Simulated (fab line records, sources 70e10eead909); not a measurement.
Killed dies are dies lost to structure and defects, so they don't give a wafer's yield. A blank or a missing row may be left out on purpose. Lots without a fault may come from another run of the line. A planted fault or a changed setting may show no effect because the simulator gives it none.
fab line records | flow nand_harc
record lots=13 wafers=37 last_day=24
route steps=1159 shown P_GATE@215 P_CONTACT@240
lots that met no fault: from a run of the same line without faults
start_h: hours from the record's first day to the start of the lot's first wafer shown | wait_h: hours since the lot's step before | " the same as in the row above | L1.1+2: a row that stands for several wafers | - no value, or no start given | * or withheld: withheld | < > ~ a bound
route shown NAME@n: a module of which the file shows steps, and the number in the route of the first | usual: mean/standard deviation of fault-free wafers | same: alike in all rows | chamber/n: place in a boat | sites: the reading at each site | _std_site: their standard deviation | _edge_site: outer sites' mean less inner sites' | radius_mm: how far each site lies from the wafer's centre | mask NAME#n: copy n | behind: the tool/chamber that last shaped the wafer | hold: why the lot was held/for how many hours/how that ended | device: the transistor (n, p or np) that didn't switch | end of line: the same wafers' tests at the end of the route | a step without rows: its recipe alone | killed: dies lost to structure and defects at the first sort, not the wafer's yield | map: a wafer's dies, x killed, . not, _ none there
set.NAME: the setting as run; set.NAME@STEP: as run at that earlier step | model.NAME: the simulator's own value behind a step, which no gauge read
steps of the route over a sample of lots; a table a step, a row a wafer
services: from which hour (start_h, from the record's first day; less than 0 if before it) a tool's chamber was out of use, for how many hours, and why
## steps
# step NHARC_P_GATE_RTA_82
# recipe temp_c=450 time_s=30
# usual lamp_power_pct=3.97/0.15 wafer_temp_C_max=451.8/0.6
# columns lot.wafer tool chamber start_h wait_h lamp_power_pct wafer_temp_C_max
L992.1 rtp_anneal-02 0 102.12 - 4.14 451.6
L992.5 " 0 " " 4.15 451.5
L992.6 " 0 " " 4.15 452.3
L994.4 rtp_anneal-02 0 120.11 - 4.15 451.4
L994.5 " 0 " " 4.14 451.4
L994.6 " 0 " " 4.15 451.5
L993.1 rtp_anneal-02 0 120.94 - 4.15 450.6
L993.3 " 0 " " 4.14 451.4
L993.6 " 0 " " 4.15 451.8
L996.1 rtp_anneal-01 0 124.26 - 3.85 451.7
L996.5 " 0 " " 3.85 452.9
L996.6 " 0 " " 3.85 452.4
L997.1 rtp_anneal-01 0 136.56 - 3.85 452.4
L997.2 " 0 " " 3.85 451.9
L997.6 " 0 " " 3.86 452.1
L106.2 rtp_anneal-01 0 183.18 - 3.84 452.3
L106.3 " 0 " " 3.85 452.0
L105.1 rtp_anneal-02 0 189.73 - 4.15 451.1
L105.4 " 0 " " 4.15 451.1
L107.1 rtp_anneal-01 0 202.31 - 3.85 452.7
L107.4 " 0 " " 3.86 451.7
L107.6 " 0 " " 3.84 451.8
L108.1 rtp_anneal-01 0 202.80 - 3.84 452.6
L108.3 " 0 " " 3.85 452.0
L108.6 " 0 " " 3.85 452.4
L111.2 rtp_anneal-01 0 221.04 - 3.85 451.2
L111.3 " 0 " " 3.85 452.7
L111.4 " 0 " " 3.85 452.0
L110.3 rtp_anneal-01 0 221.91 - 3.85 452.1
L110.4 " 0 " " 3.85 451.8
L110.6 " 0 " " 3.85 451.8
L112.1 rtp_anneal-01 0 230.42 - 3.85 452.5
L112.2 " 0 " " 3.85 452.1
L112.5 " 0 " " 3.85 452.2
L114.1 rtp_anneal-02 0 245.65 - 4.15 451.2
L114.2 " 0 " " 4.14 451.1
L114.6 " 0 " " 4.14 451.1
# step NHARC_P_CONTACT_ETCH_31
# recipe target_depth_a=300 time_s=85.7 ion_energy_ev=120 over_etch_frac=1 ch3f_flow_sccm=50 o2_flow_sccm=30 ar_flow_sccm=200 rf_w=500 bias_w=100 chemistry=CH3F/O2
# usual drypump_motor_current_A=5.6/0.59 oes_product_au=0.984/0.016 rf_vpp_V=244.2/1.8 showerhead_plenum_p_Torr=2.45/0.11 throttle_valve_pct=20.664/0.0091
# columns lot.wafer tool chamber start_h wait_h drypump_motor_current_A oes_product_au rf_hours_counter_h rf_vpp_V showerhead_plenum_p_Torr throttle_valve_pct
L992.1 rie_diel-11 3 104.96 - 5.8 0.976 6 246.2 2.57 20.659
L992.6 " 1 " " 5.3 0.973 - 243.6 2.39 20.674
L992.5 " 2 " " 4.9 0.985 - 245.2 2.54 20.672
L994.4 rie_diel-11 3 122.77 - 5.8 0.975 7 246.5 2.57 20.680
L994.5 " 2 " " 4.9 0.984 - 245.4 2.54 20.670
L994.6 " 3 " " 5.8 0.962 - 245.9 2.57 20.646
L993.3 rie_diel-13 2 123.86 - 5.9 0.984 6 247.8 2.66 20.666
L993.1 " 0 " " 6.3 0.983 6 240.7 2.28 20.647
L993.6 " 2 " " 5.8 0.983 - 248.1 2.66 20.662
L996.1 rie_diel-01 1 127.29 - 5.5 1.000 18 243.8 2.42 20.672
L996.6 " 2 " " 4.9 1.023 - 245.0 2.56 20.658
L996.5 " 3 " " 6.8 0.949 - 242.1 2.35 20.675
L997.1 rie_diel-11 1 139.42 - 5.3 0.979 11 242.7 2.39 20.659
L997.2 " 2 " " 4.9 0.999 10 245.3 2.54 20.675
L997.6 " 2 " " 4.9 0.986 - 246.1 2.54 20.657
L106.3 rie_diel-01 2 185.89 - 4.9 1.000 5 244.5 2.55 20.649
L106.2 " 0 " " 5.1 0.716 5 243.2 2.31 20.658
L105.4 rie_diel-01 0 192.51 - 5.1 1.002 6 241.9 2.31 20.666
L105.1 " 1 " " 5.6 0.713 5 243.2 2.41 20.672
L107.1 rie_diel-01 2 205.09 - 4.9 0.710 6 244.4 2.55 20.677
L107.4 " 0 " " 5.1 0.981 6 242.0 2.31 20.665
L107.6 " 1 " " 5.5 0.975 - 243.3 2.41 20.663
L108.3 rie_diel-13 1 206.26 - 5.9 1.003 36 241.4 2.33 20.670
L108.1 " 0 " " 6.3 0.979 37 242.0 2.27 20.672
L108.6 " 2 " " 5.8 0.990 - 247.3 2.65 20.668
L111.4 rie_diel-13 2 223.75 - 5.8 0.998 43 247.5 2.64 20.661
L111.3 " 3 " " 5.2 0.975 43 244.4 2.43 20.676
L111.2 " 0 " " 6.3 0.980 43 242.1 2.27 20.671
L110.4 rie_diel-13 0 224.65 - 6.3 0.969 43 241.6 2.27 20.659
L110.3 " 1 " " 5.9 1.008 44 243.1 2.33 20.652
L110.6 " 3 " " 5.2 0.971 - 243.6 2.43 20.658
L112.1 rie_diel-11 0 233.29 - 6.3 0.983 3 247.3 2.55 20.648
L112.2 " 1 " " 5.3 1.008 4 243.7 2.39 20.666
L112.5 " 0 " " 6.3 0.972 - 244.2 2.55 20.667
L114.1 rie_diel-11 2 248.41 - 4.9 0.985 6 245.6 2.54 20.653
L114.2 " 3 " " 5.8 0.969 5 244.1 2.56 20.657
L114.6 " 0 " " 6.3 0.958 - 246.3 2.54 20.675
# step NHARC_P_CONTACT_STRIP_28
# recipe o2_flow_sccm=500 ar_flow_sccm=0 bias_w=0 chemistry=O2
# usual drypump_motor_current_A=5.6/0.6 oes_product_au=1.003/0.013 rf_vpp_V=57.8/0.82 showerhead_plenum_p_Torr=3.54/0.14 throttle_valve_pct=17.037/0.0091
# columns lot.wafer tool chamber start_h wait_h drypump_motor_current_A oes_product_au rf_hours_counter_h rf_vpp_V showerhead_plenum_p_Torr throttle_valve_pct
L992.1 rie_diel-11 1 105.21 0.1 5.3 0.993 8 57.9 3.43 17.047
L992.5 " 2 " " 4.9 1.008 - 57.1 3.64 17.032
L992.6 " 3 " " 5.8 0.995 - 58.3 3.68 17.051
L994.4 rie_diel-01 1 122.98 0.1 5.6 1.010 17 56.3 3.47 17.042
L994.6 " 0 " " 5.1 1.006 - 56.4 3.32 17.045
L994.5 " 1 " " 5.5 1.008 - 59.3 3.47 17.032
L993.1 rie_diel-11 1 124.07 0.1 5.3 0.990 9 59.5 3.43 17.047
L993.3 " 2 " " 4.9 0.990 9 58.1 3.64 17.048
L993.6 " 0 " " 6.3 0.993 - 57.7 3.65 17.038
L996.1 rie_diel-11 0 127.52 0.1 6.3 0.982 10 57.9 3.65 17.033
L996.5 " 1 " " 5.3 0.987 - 57.7 3.43 17.034
L996.6 " 2 " " 4.9 0.997 - 58.6 3.64 17.027
L997.2 rie_diel-11 3 139.66 0.1 5.8 0.996 9 59.3 3.68 17.018
L997.1 " 1 " " 5.3 0.995 11 57.3 3.43 17.051
L997.6 " 3 " " 5.8 0.992 - 58.2 3.68 17.047
L106.3 rie_diel-01 3 186.09 0.1 6.8 0.975 5 56.1 3.38 17.023
L106.2 " 0 " " 5.1 1.020 5 56.5 3.32 17.036
L105.4 rie_diel-01 1 192.71 0.1 5.5 1.010 5 58.3 3.47 17.049
L105.1 " 3 " " 6.7 0.981 6 57.1 3.38 17.036
L107.1 rie_diel-11 1 205.30 0.1 5.3 1.008 0 57.7 3.43 17.038
L107.4 " 2 " " 4.9 0.999 0 57.9 3.64 17.039
L107.6 " 1 " " 5.3 1.009 - 57.3 3.43 17.048
L108.1 rie_diel-01 2 206.50 0.1 4.9 1.020 6 57.6 3.66 17.035
L108.3 " 0 " " 5.1 1.014 7 55.7 3.32 17.038
L108.6 " 2 " " 5.0 1.025 - 58.1 3.66 17.040
L111.2 rie_diel-13 2 223.99 0.1 5.9 1.005 43 58.6 3.78 17.040
L111.4 " 3 " " 5.2 0.979 43 57.4 3.49 17.057
L111.3 " 0 " " 6.4 0.992 43 57.4 3.27 17.048
L110.4 rie_diel-01 0 224.88 0.1 5.1 1.016 8 58.4 3.32 17.055
L110.3 " 1 " " 5.5 1.005 8 56.6 3.46 17.056
L110.6 " 3 " " 6.8 0.981 - 56.7 3.38 17.025
L112.1 rie_diel-11 1 233.54 0.1 5.3 1.025 4 56.5 3.43 17.040
L112.2 " 2 " " 4.9 1.011 4 58.4 3.64 17.043
L112.5 " 3 " " 5.8 1.010 - 58.6 3.68 17.038
L114.1 rie_diel-11 0 248.60 0.1 6.3 1.008 5 58.2 3.65 17.036
L114.2 " 1 " " 5.3 1.008 5 58.1 3.43 17.029
L114.6 " 1 " " 5.3 1.021 - 57.9 3.43 17.032
# step NHARC_P_CONTACT_ALD_22
# recipe target_thk_a=30 pulse_time_s=1 ald_cycles=150 temp_c=450 material=TiN
# usual heater_power_w=1161/140 precursor_pulse_height_rel=1.001/0.019
# columns lot.wafer tool chamber start_h wait_h heater_power_w precursor_pulse_height_rel since_wet_clean_h
L992.1 ald_metal-03 2 106.11 - 1535 1.019 130
L992.6 " 3 " " 1135 0.979 -
L992.5 " 0 " " 1021 0.988 -
L994.4 ald_metal-01 2 123.92 - 976 1.013 12
L994.5 " 0 " " 1224 0.986 -
L994.6 " 1 " " 1113 0.996 -
L993.3 ald_metal-03 1 125.14 0.1 1104 0.988 149
L993.1 " 0 " " 1001 1.007 149
L993.6 " 2 " " 1532 1.009 -
L996.1 ald_metal-01 0 128.43 - 1217 1.021 16
L996.5 " 3 " " 1137 1.024 -
L996.6 " 0 " " 1221 1.007 -
L997.2 ald_metal-03 3 140.59 - 1109 1.035 165
L997.1 " 1 " " 1124 1.009 165
L997.6 " 3 " " 1133 0.986 -
L106.3 ald_metal-03 2 186.99 - 1425 1.001 33
L106.2 " 0 " " 1040 0.996 33
L105.1 ald_metal-01 2 193.60 - 994 0.982 82
L105.4 " 3 " " 1187 1.030 82
L107.1 ald_metal-03 1 206.20 - 1160 1.000 52
L107.4 " 2 " " 1482 0.980 52
L107.6 " 3 " " 1155 0.982 -
L108.3 ald_metal-01 2 207.40 - 993 1.008 95
L108.1 " 0 " " 1200 1.000 95
L108.6 " 2 " " 980 0.982 -
L111.3 ald_metal-02 0 224.85 - 1065 1.013 29
L111.2 " 1 " " 1129 1.009 29
L111.4 " 3 " " 1155 0.986 29
L110.3 ald_metal-03 0 225.72 - 997 1.031 72
L110.4 " 1 " " 1155 1.006 72
L110.6 " 0 " " 1041 1.015 -
L112.1 ald_metal-02 2 234.41 - 1171 1.005 38
L112.2 " 0 " " 1021 0.994 38
L112.5 " 2 " " 1166 0.994 -
L114.1 ald_metal-01 1 249.48 - 1131 1.012 138
L114.2 " 0 " " 1225 1.017 138
L114.6 " 2 " " 990 0.987 -
## services
# columns tool chamber start_h hours kind
rie_diel-11 3 83.12 6.4 repair
rie_diel-11 0 95.00 - clean
rie_diel-11 1 95.00 - clean
rie_diel-11 2 95.00 - clean
rie_diel-11 3 95.00 - clean
rie_diel-13 - 99.08 9.0 pm
ald_metal-01 - 102.00 10.0 pm
rie_diel-11 0 119.50 - clean
rie_diel-11 1 119.50 - clean
rie_diel-11 2 119.50 - clean
rie_diel-11 3 119.50 - clean
rie_diel-11 0 136.91 9.5 repair
rie_diel-01 - 137.81 9.0 pm
rie_diel-11 1 142.10 6.2 repair
ald_metal-03 - 144.00 10.0 pm
rie_diel-11 2 144.01 - clean
rie_diel-11 3 144.01 - clean
rie_diel-11 0 168.51 - clean
rie_diel-11 1 168.51 - clean
ald_metal-02 - 186.09 10.0 pm
rie_diel-11 - 189.50 9.0 pm
rie_diel-13 3 232.11 3.8 repair
rie_diel-01 0 242.21 10.2 repair
rie_diel-11 1 245.05 1.3 repair
## key
first_sign step=NHARC_P_CONTACT_ETCH_31 reading=oes_product_au direction=down sigmas=17 usual=0.984 struck=0.713
effect none on later readings
met_at NHARC_P_CONTACT_ETCH_31
struck_lots L105,L106,L107
struck_wafers L105.1,L106.2,L107.1
tester_left_out L105,L106,L107
not_acting_at NHARC_P_GATE_RTA_82,NHARC_P_CONTACT_STRIP_28,NHARC_P_CONTACT_ALD_22
onset_between 127.29 185.89
fault kind=process_parameter_drift tool=rie_diel-01 chamber=- onset_h=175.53 steps=NHARC_P_CONTACT_ETCH_31 channel=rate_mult offset=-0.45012 shape=step end_h=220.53 scope=struck_wafers_only
# tester_left_out: of these lots the tester's yield and bins aren't shown, on N5 and GAA mostly nor the transistor test; their killed dies are dies lost to structure and defects alone, not to doping, threshold or leakage, so they don't give the yield
